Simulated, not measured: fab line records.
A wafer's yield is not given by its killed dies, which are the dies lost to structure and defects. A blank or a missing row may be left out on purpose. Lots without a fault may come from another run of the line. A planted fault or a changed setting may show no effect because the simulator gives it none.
fab line records	flow n5-finfet
record: lots: 7	wafers: 21
route steps=1938 shown WELL_APT@21 FIN_SAQP@100 FIN_CUT@155 SD_EPI_N@263 GATE_CUT@466 MOL_CONTACT_COAG@563
start-h: start of the lot's first displayed wafer, in hours after the record's first day	wait-h: hours since the lot's step before	" repeats the value in the row above	L1.1+2: several wafers, shown together as one row	- no value present, or no start provided	* or withheld: withheld	< > ~ a bound
route shown NAME@n: a module of which the file shows steps, and the number in the route of the first	usual: mean/standard deviation taken from wafers without a fault	same: alike in all rows	chamber/n: place in a boat	sites: the reading at each site	_std_site: standard deviation across them	_edge_site: inner sites' mean taken away from outer sites' mean	radius-mm: how far each site lies from the wafer's centre	mask NAME#n: copy n	behind: the most recent tool/chamber to have shaped the wafer	hold: cause of the lot's hold/its duration in hours/its outcome	device: transistor that didn't switch, given as n, p or np	end of line: the route-end tests of the same wafers	a step given without rows: its recipe and nothing more	killed: the dies lost at the first sort to structure and to defects; this is not the yield of the wafer	map: dies across one wafer; x = killed, . = not, _ = none there
set.NAME: the run value of the setting; set.NAME@STEP: its run value at that earlier step	model.NAME: the simulator's own value behind a step, which no gauge read
lots with deliberately changed settings; one table per step, one row per wafer
== steps ==
step: N5_WELL_APT_COAT_02
recipe: spin-rpm: 1357	resist-thk-nm: 950
lot.wafer	tool	chamber	start-h	wait-h	set.spin-rpm	model.coat_of_WELL_APT_COAT_02.thk-nm
L078.1	litho-track-03	0	-	-	1452	917.9
L078.2	"	0	"	"	1357	947.8
L078.5	"	0	"	"	1357	950.7
L083.1	litho-track-03	0	-	-	1357	951.1
L083.4	"	0	"	"	1357	954.5
L083.6	"	0	"	"	1357	952.6
L084.1	litho-track-03	0	-	-	1357	952.5
L084.3	"	0	"	"	1253	991.1
L084.6	"	0	"	"	1253	987.6
L085.4	litho-track-03	0	-	-	1357	954.2
L085.5	"	0	"	"	1449	922.1
L085.6	"	0	"	"	1357	952.8
L093.1	litho-track-03	0	-	-	1406	929.6
L093.4	"	0	"	"	1406	931.3
L093.5	"	0	"	"	1406	931
L094.1	litho-track-03	0	-	-	1357	954
L094.2	"	0	"	"	1357	949.5
L094.3	"	0	"	"	1357	950.8
L097.2	litho-track-03	0	-	-	1264	985.5
L097.3	"	0	"	"	1357	948.5
L097.4	"	0	"	"	1357	950.2
step: N5_WELL_APT_EXPOSE_05
recipe: mask-id: NWELL	na: 0.8	source-shape: conventional	sigma-outer: 0.8	polarization: unpolarized	defocus-nm: 0	target-cd-nm: 200	dose-mj: 20.3
lot.wafer	tool	chamber	start-h	wait-h	mask	set.dose-mj
L078.1+2+5	krf-scanner-02	0	37.66	-	NWELL#0	20.3
L083.1+4+6	krf-scanner-01	0	67.74	-	NWELL#0	20.3
L084.1+6	krf-scanner-02	0	73.57	-	NWELL#0	20.3
L084.3	"	0	"	"	NWELL#0	19.64
L085.4+5+6	krf-scanner-01	0	79.53	-	NWELL#0	21.34
L093.1+5	krf-scanner-01	0	127.51	-	NWELL#0	20.3
L093.4	"	0	"	"	NWELL#0	19.21
L094.1+3	krf-scanner-02	0	133.51	-	NWELL#0	20.3
L094.2	"	0	"	"	NWELL#0	19.4
L097.2+3+4	krf-scanner-01	0	151.41	-	NWELL#0	20.3
step: N5_WELL_APT_PEB_06
recipe: peb-temp-c: 130	peb-time-s: 90
step: N5_WELL_APT_DEVELOP_07
recipe: develop-time-s: 45	rinse-liquid: surfactant-rinse	dry: air-spin	dev-temp-c: 21
step: N5_WELL_APT_HARDBAKE_12
recipe: temp-c: 130	time-s: 120
step: N5_WELL_APT_CD_MEAS_08
recipe: target-cd-nm: 200	landing-energy-ev: 500	detector: se-inlens
usual: cd-nm: 200.8/1.8
lot.wafer	tool	chamber	start-h	wait-h	set.dose-mj@WELL_APT_EXPOSE_05	cd-nm
L078.1	cd-sem-03	0	37.83	-	20.3	203.5
L078.2	"	0	"	"	20.3	204.4
L078.5	"	0	"	"	20.3	201.2
L083.1	cd-sem-02	0	67.91	-	20.3	202.9
L083.4	"	0	"	"	20.3	202.0
L083.6	"	0	"	"	20.3	200.8
L084.1	cd-sem-03	0	73.74	-	20.3	202.8
L084.3	"	0	"	"	19.64	193.0
L084.6	"	0	"	"	20.3	199.1
L085.4	cd-sem-01	0	79.68	-	21.34	210.1
L085.5	"	0	"	"	21.34	212.8
L085.6	"	0	"	"	21.34	213.4
L093.1	cd-sem-01	0	127.68	-	20.3	199.7
L093.4	"	0	"	"	19.21	190.8
L093.5	"	0	"	"	20.3	201.1
L094.1	cd-sem-03	0	133.68	-	20.3	200.0
L094.2	"	0	"	"	19.4	191.6
L094.3	"	0	"	"	20.3	199.3
L097.2	cd-sem-02	0	151.57	-	20.3	197.2
L097.3	"	0	"	"	20.3	199.5
L097.4	"	0	"	"	20.3	202.9
step: N5_WELL_APT_DESCUM_13
recipe: chemistry: O2	time-s: 7.9	source-power-w: 50	bias-power-w: 20	pressure-mtorr: 20	rf-frequency-hz: 2.712e+07	temp-c: 40	o2-flow-sccm: 225
lot.wafer	tool	chamber	start-h	wait-h	set.time-s	set.dose-mj@WELL_APT_EXPOSE_05	model.WELL_APT.cd-nm
L078.1	rie-diel-02	1	37.92	0.0	9.017	20.3	203.4
L078.2	"	2	"	"	7.9	20.3	204.2
L078.5	"	0	"	"	9.017	20.3	201
L083.1	rie-diel-06	1	68.00	0.0	7.9	20.3	202.7
L083.4	"	3	"	"	7.9	20.3	201.8
L083.6	"	3	"	"	7.9	20.3	200.7
L084.1	rie-diel-02	3	73.84	0.0	7.9	20.3	202.7
L084.3	"	2	"	"	7.9	19.64	193.3
L084.6	"	1	"	"	9.065	20.3	199
L085.4	rie-diel-02	3	79.77	0.0	7.9	21.34	210
L085.5	"	0	"	"	7.9	21.34	212.7
L085.6	"	3	"	"	7.9	21.34	212.9
L093.1	rie-diel-06	1	127.77	0.0	7.9	20.3	199.1
L093.4	"	2	"	"	7.9	19.21	190.8
L093.5	"	0	"	"	7.9	20.3	201.4
L094.1	rie-diel-05	1	133.85	0.1	9.455	20.3	200.2
L094.2	"	3	"	"	9.455	19.4	191.9
L094.3	"	0	"	"	7.9	20.3	199.4
L097.2	rie-diel-06	0	151.66	0.0	7.9	20.3	197
L097.3	"	1	"	"	7.9	20.3	199.5
L097.4	"	3	"	"	8.969	20.3	202.5
step: N5_FIN_SAQP_PECVD_06
recipe: material: a-Si	target-thk-a: 600	temp-c: 400	precursor: SiH4/He	pressure-torr: 3	rf-w: 100	time-s: 48.1
lot.wafer	tool	chamber	start-h	wait-h	set.time-s	model.a-Si_of_FIN_SAQP_PECVD_06.thk-nm
L078.1	pecvd-03	2	45.38	0.0	48.1	58.94
L078.2	"	0	"	"	48.1	60.36
L078.5	"	0	"	"	42.39	52.89
L083.1	pecvd-02	1	75.40	0.0	48.1	59.04
L083.4	"	1	"	"	48.1	60.18
L083.6	"	0	"	"	48.1	60.48
L084.1	pecvd-01	1	81.13	0.0	41.15	50.38
L084.3	"	1	"	"	41.15	50.95
L084.6	"	0	"	"	48.1	60.4
L085.4	pecvd-02	2	86.72	0.0	52.95	65.72
L085.5	"	1	"	"	48.1	59.69
L085.6	"	0	"	"	52.95	66.54
L093.1	pecvd-01	1	136.75	0.1	54.19	67.81
L093.4	"	1	"	"	54.19	68.1
L093.5	"	1	"	"	48.1	60.86
L094.1	pecvd-02	0	141.57	0.0	46.21	56.94
L094.2	"	2	"	"	48.1	58.76
L094.3	"	1	"	"	46.21	56.76
L097.2	pecvd-01	0	159.57	0.0	48.1	60.14
L097.3	"	2	"	"	48.1	59.66
L097.4	"	1	"	"	48.1	61.39
step: N5_FIN_SAQP_THK_MEAS_07
usual: thk-nm: 60.1/0.91
lot.wafer	tool	chamber	start-h	wait-h	set.time-s@FIN_SAQP_PECVD_06	thk-nm
L078.1	film-metro-01	-	45.47	0.1	48.1	58.9
L078.2	"	-	"	"	48.1	60.3
L078.5	"	-	"	"	42.39	52.9
L083.1	film-metro-02	-	75.49	0.1	48.1	59.0
L083.4	"	-	"	"	48.1	60.2
L083.6	"	-	"	"	48.1	60.5
L084.1	film-metro-01	-	81.25	0.1	41.15	50.4
L084.3	"	-	"	"	41.15	51.0
L084.6	"	-	"	"	48.1	60.3
L085.4	film-metro-01	-	86.79	0.0	52.95	65.7
L085.5	"	-	"	"	48.1	59.7
L085.6	"	-	"	"	52.95	66.6
L093.1	film-metro-01	-	136.95	0.2	54.19	67.8
L093.4	"	-	"	"	54.19	68.1
L093.5	"	-	"	"	48.1	60.8
L094.1	film-metro-01	-	141.66	0.1	46.21	56.9
L094.2	"	-	"	"	48.1	58.8
L094.3	"	-	"	"	46.21	56.8
L097.2	film-metro-02	-	159.66	0.1	48.1	60.2
L097.3	"	-	"	"	48.1	59.6
L097.4	"	-	"	"	48.1	61.4
step: N5_FIN_SAQP_EXPOSE_13
recipe: mask-id: FIN_CORE	na: 1.35	source-shape: dipole	sigma-inner: 0.538	sigma-outer: 0.738	polarization: te	target-cd-nm: 35.6	dose-mj: 63.25
lot.wafer	tool	chamber	start-h	wait-h	mask	set.dose-mj
L078.1+2+5	arfi-scanner-03	0	45.70	-	FIN_CORE#0	63.25
L083.1+4+6	arfi-scanner-03	0	75.87	-	FIN_CORE#0	63.25
L084.1+6	arfi-scanner-01	0	81.60	-	FIN_CORE#0	64.71
L084.3	"	0	"	"	FIN_CORE#0	63.25
L085.4+5+6	arfi-scanner-03	0	87.16	-	FIN_CORE#0	63.25
L093.1+4	arfi-scanner-03	0	137.18	-	FIN_CORE#0	63.25
L093.5	"	0	"	"	FIN_CORE#0	65.82
L094.1+3	arfi-scanner-03	0	141.89	-	FIN_CORE#0	59.35
L094.2	"	0	"	"	FIN_CORE#0	63.25
L097.2+3+4	arfi-scanner-03	0	159.90	-	FIN_CORE#0	63.25
step: N5_FIN_SAQP_PEB_14
recipe: peb-temp-c: withheld	peb-time-s: 60	resist: CAR-ArF
step: N5_FIN_SAQP_DEVELOP_15
recipe: develop-time-s: 30	developer: TMAH	resist: CAR-ArF	dev-temp-c: 23	rinse-liquid: diw	dry: air-spin
step: N5_FIN_SAQP_HM_OPEN_73
recipe: chemistry: CHF3/O2	target: SiO2	stop-on: a-Si	target-depth-a: 120	over-etch-frac: 1.8	mask-material: SOC	time-s: 16.8	pressure-mtorr: 30	source-w: 650	bias-w: 170	Ar_flow_sccm: 200	CHF3_flow_sccm: 50	O2_flow_sccm: 5	ion-energy-ev: 200	ends: end-point
step: N5_FIN_SAQP_STRIP_74
recipe: chemistry: CHF3/O2	resist: SiARC	rf-frequency-hz: 6e+07
step: N5_FIN_SAQP_MANDREL_ETCH_22
recipe: target-depth-a: 600	chemistry: HBr/Cl2	target: a-Si	stop-on: SiNx	bt-time-s: 10	over-etch-frac: 0.5	time-s: 30	pressure-mtorr: 10	icp-w: 800	bias-w: 75	HBr_flow_sccm: 150	Cl2_flow_sccm: 80	ends: end-point
usual: oes-product-au: 0.762/0.013
lot.wafer	tool	chamber	start-h	wait-h	set.time-s@FIN_SAQP_PECVD_06	oes-product-au	model.etch.depth-nm
L078.1	rie-si-01	2	46.21	0.0	48.1	0.743	58.89
L078.2	"	3	"	"	48.1	0.756	60.36
L078.5	"	1	"	"	42.39	0.707	52.89
L083.1	rie-si-01	3	76.38	0.0	48.1	0.745	59.02
L083.4	"	1	"	"	48.1	0.762	60.16
L083.6	"	3	"	"	48.1	0.764	60.46
L084.1	rie-si-02	3	82.11	0.0	41.15	0.685	50.38
L084.3	"	2	"	"	41.15	0.707	50.88
L084.6	"	1	"	"	48.1	0.776	60.4
L085.4	rie-si-01	2	87.65	0.0	52.95	0.798	65.61
L085.5	"	1	"	"	48.1	0.758	59.61
L085.6	"	0	"	"	52.95	0.796	66.43
L093.1	rie-si-02	2	137.73	0.0	54.19	0.847	67.81
L093.4	"	3	"	"	54.19	0.819	68.02
L093.5	"	1	"	"	48.1	0.767	60.75
L094.1	rie-si-01	2	142.42	0.0	46.21	0.738	56.94
L094.2	"	3	"	"	48.1	0.748	58.71
L094.3	"	1	"	"	46.21	0.726	56.69
L097.2	rie-si-01	2	160.41	0.0	48.1	0.753	60.06
L097.3	"	1	"	"	48.1	0.757	59.66
L097.4	"	0	"	"	48.1	0.757	61.39
step: N5_FIN_CUT_COAT_19
recipe: resist: SiARC	temp-c: 220	time-s: 60	spin-rpm: 1500	resist-thk-nm: 20
lot.wafer	tool	chamber	start-h	wait-h	set.spin-rpm	model.SiARC_of_FIN_CUT_COAT_19.thk-nm
L078.1+2+5	litho-track-03	0	-	-	1500	20
L083.1+4+6	litho-track-03	0	-	-	1500	20
L084.1+3+6	litho-track-03	0	-	-	1500	20
L085.4+5	litho-track-02	0	-	-	1593	19.4
L085.6	"	0	"	"	1500	20
L093.1	litho-track-02	0	-	-	1500	20
L093.4+5	"	0	"	"	1551	19.8
L094.1	litho-track-03	0	-	-	1500	20.2
L094.2	"	0	"	"	1431	20.6
L094.3	"	0	"	"	1500	20
L097.2+3+4	litho-track-04	0	-	-	1500	20
step: N5_FIN_CUT_COAT_29
recipe: resist: underlayer	temp-c: 205	time-s: 60	spin-rpm: 1500	resist-thk-nm: 10
step: N5_FIN_CUT_COAT_02
recipe: resist: CAR-EUV	spin-rpm: 1500	resist-thk-nm: 30
step: N5_FIN_CUT_DESCUM_13
recipe: chemistry: O2	time-s: 7	source-power-w: 50	bias-power-w: 20	pressure-mtorr: 20	rf-frequency-hz: 2.712e+07	temp-c: 40	resist: CAR-EUV	o2-flow-sccm: 225
step: N5_FIN_CUT_ETCH_30
recipe: chemistry: N2/H2	target: underlayer	target-depth-a: 130	mask-material: CAR-EUV	time-s: 10.4	ion-energy-ev: 200	pressure-mtorr: 30	source-w: 840	bias-w: 150	n2-flow-sccm: 200	h2-flow-sccm: 200	ends: cleared
step: N5_FIN_CUT_ETCH_20
recipe: chemistry: CF4	target: SiARC	target-depth-a: 260	mask-material: CAR-EUV	time-s: 43.3	ion-energy-ev: 80	pressure-mtorr: 40	source-w: 545	bias-w: 36	Ar_flow_sccm: 100	cf4-flow-sccm: 100	ends: cleared
lot.wafer	tool	chamber	start-h	wait-h	set.spin-rpm@FIN_CUT_COAT_19	model.etch.depth-nm
L078.1	rie-diel-04	1	50.68	0.0	1500	20.05
L078.2	"	3	"	"	1500	20.02
L078.5	"	2	"	"	1500	19.99
L083.1	rie-diel-04	2	81.54	0.0	1500	19.97
L083.4	"	1	"	"	1500	20.03
L083.6	"	2	"	"	1500	19.98
L084.1	rie-diel-01	2	87.44	0.0	1500	19.93
L084.3+6	"	3,2	"	"	1500	19.97
L085.4	rie-diel-04	3	93.83	0.0	1593	19.39
L085.5	"	0	"	"	1593	19.36
L085.6	"	1	"	"	1500	19.99
L093.1	rie-diel-01	1	142.31	0.0	1500	19.99
L093.4	"	0	"	"	1551	19.75
L093.5	"	3	"	"	1551	19.73
L094.1	rie-diel-04	0	148.31	0.0	1500	20.12
L094.2	"	2	"	"	1431	20.51
L094.3	"	1	"	"	1500	20.07
L097.2	rie-diel-04	3	165.31	0.0	1500	19.91
L097.3	"	2	"	"	1500	19.98
L097.4	"	2	"	"	1500	19.92
step: N5_SD_EPI_N_COAT_33
recipe: resist: SiARC	temp-c: 220	time-s: 60	spin-rpm: 1500	resist-thk-nm: 35
lot.wafer	tool	chamber	start-h	wait-h	set.spin-rpm	model.SiARC_of_SD_EPI_N_COAT_33.thk-nm
L078.1+2+5	litho-track-02	0	-	-	1500	35
L083.1+4+6	litho-track-02	0	-	-	1500	35
L084.1+3	litho-track-02	0	-	-	1437	35.8
L084.6	"	0	"	"	1500	35
L085.4	litho-track-05	0	-	-	1553	34.4
L085.5+6	"	0	"	"	1500	35
L093.1	litho-track-05	0	-	-	1500	35
L093.4+5	"	0	"	"	1500	34.8
L094.1+2	litho-track-05	0	-	-	1500	35
L094.3	"	0	"	"	1500	35.2
L097.2+3	litho-track-03	0	-	-	1439	35.6
L097.4	"	0	"	"	1500	35
step: N5_SD_EPI_N_DESCUM_14
recipe: chemistry: O2	time-s: 7.9	source-power-w: 50	bias-power-w: 20	pressure-mtorr: 20	rf-frequency-hz: 2.712e+07	temp-c: 40	resist: CAR-ArF-block	o2-flow-sccm: 225
lot.wafer	tool	chamber	start-h	wait-h	set.time-s
L078.1	rie-diel-05	1	78.43	0.3	6.445
L078.2+5	"	2	"	"	7.9
L083.1+4+6	rie-diel-05	2,1,2	103.31	0.2	7.9
L084.1+6	rie-diel-05	0,3	111.33	0.0	7.9
L084.3	"	1	"	"	8.968
L085.4+5+6	rie-diel-02	1,1,2	123.94	0.0	7.346
L093.1+5	rie-diel-06	0,2	167.14	0.7	7.9
L093.4	"	2	"	"	6.132
L094.1+2+3	rie-diel-06	2,1,0	170.54	0.8	7.9
L097.2+3+4	rie-diel-05	0,1,2	186.70	0.0	7.9
step: N5_SD_EPI_N_ETCH_34
recipe: chemistry: CF4	target: SiARC	target-depth-a: 455	mask-material: CAR-ArF-block	time-s: 75.8	ion-energy-ev: 80	pressure-mtorr: 40	source-w: 545	bias-w: 36	Ar_flow_sccm: 100	cf4-flow-sccm: 100	ends: cleared
lot.wafer	tool	chamber	start-h	wait-h	set.spin-rpm@SD_EPI_N_COAT_33	model.etch.depth-nm
L078.1	rie-diel-05	1	78.46	0.0	1500	34.96
L078.2	"	2	"	"	1500	35.02
L078.5	"	2	"	"	1500	35
L083.1+4	rie-diel-05	2,1	103.34	0.0	1500	34.91
L083.6	"	2	"	"	1500	34.97
L084.1	rie-diel-05	0	111.36	0.0	1437	35.7
L084.3	"	1	"	"	1437	35.79
L084.6	"	3	"	"	1500	35.03
L085.4	rie-diel-02	1	123.97	0.0	1553	34.38
L085.5	"	1	"	"	1500	34.91
L085.6	"	2	"	"	1500	35.02
L093.1	rie-diel-06	0	167.17	0.0	1500	34.97
L093.4	"	2	"	"	1500	34.87
L093.5	"	2	"	"	1500	34.89
L094.1	rie-diel-06	2	170.58	0.0	1500	35.09
L094.2	"	1	"	"	1500	35.03
L094.3	"	0	"	"	1500	35.12
L097.2+3	rie-diel-05	0,1	186.73	0.0	1439	35.68
L097.4	"	2	"	"	1500	35.02
step: N5_SD_EPI_N_ETCH_45
recipe: chemistry: CH3F/O2	target: SiOCN	target-depth-a: 60	mask-material: SOC	ion-energy-ev: 60	bias-w: 29	pressure-mtorr: 15	source-w: 410	Ar_flow_sccm: 150	CH3F_flow_sccm: 30	O2_flow_sccm: 20
lot.wafer	tool	chamber	start-h	wait-h	set.target-depth-a	model.etch.depth-nm
L078.1	rie-diel-05	1	78.94	0.1	60	6.148
L078.2	"	2	"	"	60	6.027
L078.5	"	2	"	"	60	6.049
L083.1	rie-diel-05	2	103.82	0.1	60	5.955
L083.4	"	1	"	"	60	6.043
L083.6	"	2	"	"	60	5.926
L084.1	rie-diel-05	0	111.84	0.1	60	6.259
L084.3	"	1	"	"	60	6.097
L084.6	"	3	"	"	60	6.019
L085.4	rie-diel-02	1	124.46	0.1	60	5.921
L085.5	"	1	"	"	56.46	5.577
L085.6	"	2	"	"	60	5.907
L093.1	rie-diel-06	0	167.65	0.1	54.73	5.327
L093.4	"	2	"	"	54.73	5.356
L093.5	"	2	"	"	60	5.911
L094.1	rie-diel-06	2	171.06	0.1	60	5.832
L094.2	"	1	"	"	60	5.988
L094.3	"	0	"	"	56.99	5.57
L097.2	rie-diel-05	0	187.21	0.1	60	6.112
L097.3	"	1	"	"	60	6.031
L097.4	"	2	"	"	60	5.93
step: N5_GATE_CUT_ETCH_56
recipe: chemistry: Cl2/Ar	target: TiN	target-depth-a: 216	pressure-mtorr: 10	icp-w: 600	bias-w: 60	Cl2_flow_sccm: 40	Ar_flow_sccm: 60
lot.wafer	tool	chamber	start-h	wait-h	set.bias-w	model.etch.depth-nm
L078.1	rie-metal-01	0	112.85	0.1	60	21.76
L078.2	"	1	"	"	51.6	20.67
L078.5	"	1	"	"	51.6	20.68
L083.1	rie-metal-02	1	133.14	0.1	60	21.89
L083.4	"	0	"	"	60	21.46
L083.6	"	1	"	"	60	21.91
L084.1	rie-metal-01	0	141.82	0.1	60	21.38
L084.3	"	0	"	"	60	21.54
L084.6	"	0	"	"	60	21.57
L085.4	rie-metal-01	0	154.53	0.1	67.87	22.86
L085.5	"	1	"	"	60	21.57
L085.6	"	0	"	"	60	21.71
L093.1	rie-metal-02	0	197.84	0.1	60	21.78
L093.4	"	1	"	"	60	22.47
L093.5	"	0	"	"	60	21.83
L094.1	rie-metal-03	0	203.67	0.1	67.63	22.69
L094.2	"	1	"	"	67.63	22.9
L094.3	"	0	"	"	60	21.56
L097.2	rie-metal-01	0	216.78	0.1	54.69	20.54
L097.3	"	0	"	"	60	21.49
L097.4	"	1	"	"	60	21.44
step: N5_GATE_CUT_ETCH_58
recipe: chemistry: CH3F/O2	target: SiNx	target-depth-a: 170	time-s: 128.6	ion-energy-ev: 50	pressure-mtorr: 30	source-w: 415	bias-w: 21	Ar_flow_sccm: 150	CH3F_flow_sccm: 30	O2_flow_sccm: 20
usual: rf-vpp-V: 99.1/0.94
lot.wafer	tool	chamber	start-h	wait-h	set.source-w	rf-vpp-V
L078.1	rie-diel-03	2	113.25	0.3	483	93.1
L078.2	"	1	"	"	483	94.1
L078.5	"	2	"	"	415	98.4
L083.1	rie-diel-03	0	133.31	0.0	415	99.8
L083.4	"	2	"	"	415	98.6
L083.6	"	0	"	"	415	100.4
L084.1	rie-diel-01	3	142.00	0.1	415	98.6
L084.3	"	0	"	"	415	100.0
L084.6	"	3	"	"	415	99.7
L085.4	rie-diel-04	2	154.90	0.3	415	98.7
L085.5	"	0	"	"	415	97.1
L085.6	"	3	"	"	415	98.6
L093.1	rie-diel-04	3	198.01	0.0	415	99.1
L093.4	"	1	"	"	372.7	102.8
L093.5	"	1	"	"	372.7	103.8
L094.1	rie-diel-01	2	203.84	0.0	415	99.6
L094.2	"	3	"	"	415	98.9
L094.3	"	3	"	"	415	98.4
L097.2	rie-diel-03	1	216.95	0.0	386.1	101.2
L097.3	"	2	"	"	386.1	101.3
L097.4	"	0	"	"	415	99.5
step: N5_MOL_CONTACT_COAG_PECVD_31
recipe: material: SiO2	target-thk-a: 460	temp-c: 400	precursor: TEOS/O2	pressure-torr: 6.5	rf-w: withheld	teos-flow-sccm: withheld	gas: O2	flow-sccm: 2650	time-s: 8.9
lot.wafer	tool	chamber	start-h	wait-h	set.temp-c	model.SiO2_of_MOL_CONTACT_COAG_PECVD_31.thk-nm
L078.1	pecvd-02	2	131.90	0.3	400	46.4
L078.2	"	0	"	"	417.6	41.4
L078.5	"	2	"	"	400	46
L083.1	pecvd-02	0	153.50	0.3	400	45.6
L083.4	"	2	"	"	400	46.4
L083.6	"	1	"	"	400	46.6
L084.1	pecvd-03	0	159.87	0.3	400	44
L084.3	"	1	"	"	389	49
L084.6	"	2	"	"	400	46.6
L085.4	pecvd-03	0	171.13	0.3	400	45.4
L085.5	"	0	"	"	400	45.2
L085.6	"	1	"	"	400	46.6
L093.1	pecvd-02	2	216.32	0.3	400	46
L093.4+5	"	2,0	"	"	390.2	49.2
L094.1	pecvd-02	1	222.49	0.3	394.1	47.4
L094.2	"	0	"	"	400	45.8
L094.3	"	2	"	"	394.1	47
L097.2	pecvd-02	2	233.29	0.3	400	45.6
L097.3	"	1	"	"	400	46.2
L097.4	"	1	"	"	400	47.4
== key ==
split: step: N5_WELL_APT_COAT_02	setting: spin-rpm	stated: 1357	by: wafer
response: step: N5_WELL_APT_COAT_02	reading: model.coat_of_WELL_APT_COAT_02.thk-nm	change: -4.79	per: 1%	r: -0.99
split: step: N5_WELL_APT_EXPOSE_05	setting: dose-mj	stated: 20.3	by: wafer
response: step: N5_WELL_APT_CD_MEAS_08	reading: cd-nm	change: +1.92	per: 1%	r: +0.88
response: step: N5_WELL_APT_DESCUM_13	reading: model.WELL_APT.cd-nm	change: +1.87	per: 1%	r: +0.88
split: step: N5_WELL_APT_DESCUM_13	setting: time-s	stated: 7.9	by: wafer
response none clear
split: step: N5_FIN_SAQP_PECVD_06	setting: time-s	stated: 48.1	by: wafer
response: step: N5_FIN_SAQP_PECVD_06	reading: model.a-Si_of_FIN_SAQP_PECVD_06.thk-nm	change: +0.611	per: 1%	r: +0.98
response: step: N5_FIN_SAQP_THK_MEAS_07	reading: thk-nm	change: *	per: 1%	r: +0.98
response: step: N5_FIN_SAQP_MANDREL_ETCH_22	reading: oes-product-au	change: +0.0047	per: 1%	r: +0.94
response: step: N5_FIN_SAQP_MANDREL_ETCH_22	reading: model.etch.depth-nm	change: +0.612	per: 1%	r: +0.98
split: step: N5_FIN_SAQP_EXPOSE_13	setting: dose-mj	stated: 63.25	by: wafer
response none clear
split: step: N5_FIN_CUT_COAT_19	setting: spin-rpm	stated: 1500	by: wafer
response: step: N5_FIN_CUT_COAT_19	reading: model.SiARC_of_FIN_CUT_COAT_19.thk-nm	change: -0.0942	per: 1%	r: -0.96
response: step: N5_FIN_CUT_ETCH_20	reading: model.etch.depth-nm	change: -0.0921	per: 1%	r: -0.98
split: step: N5_SD_EPI_N_COAT_33	setting: spin-rpm	stated: 1500	by: wafer
response: step: N5_SD_EPI_N_COAT_33	reading: model.SiARC_of_SD_EPI_N_COAT_33.thk-nm	change: -0.17	per: 1%	r: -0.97
response: step: N5_SD_EPI_N_ETCH_34	reading: model.etch.depth-nm	change: -0.166	per: 1%	r: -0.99
split: step: N5_SD_EPI_N_DESCUM_14	setting: time-s	stated: 7.9	by: wafer
response none clear
split: step: N5_SD_EPI_N_ETCH_45	setting: target-depth-a	stated: 60	by: wafer
response: step: N5_SD_EPI_N_ETCH_45	reading: model.etch.depth-nm	change: +0.0634	per: 1%	r: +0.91
split: step: N5_GATE_CUT_ETCH_56	setting: bias-w	stated: 60	by: wafer
response: step: N5_GATE_CUT_ETCH_56	reading: model.etch.depth-nm	change: +0.0906	per: 1%	r: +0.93
split: step: N5_GATE_CUT_ETCH_58	setting: source-w	stated: 415	by: wafer
response: step: N5_GATE_CUT_ETCH_58	reading: rf-vpp-V	change: -0.319	per: 1%	r: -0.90
split: step: N5_MOL_CONTACT_COAG_PECVD_31	setting: temp-c	stated: 400	by: wafer
response: step: N5_MOL_CONTACT_COAG_PECVD_31	reading: model.SiO2_of_MOL_CONTACT_COAG_PECVD_31.thk-nm	change: -1.17	per: 1%	r: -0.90
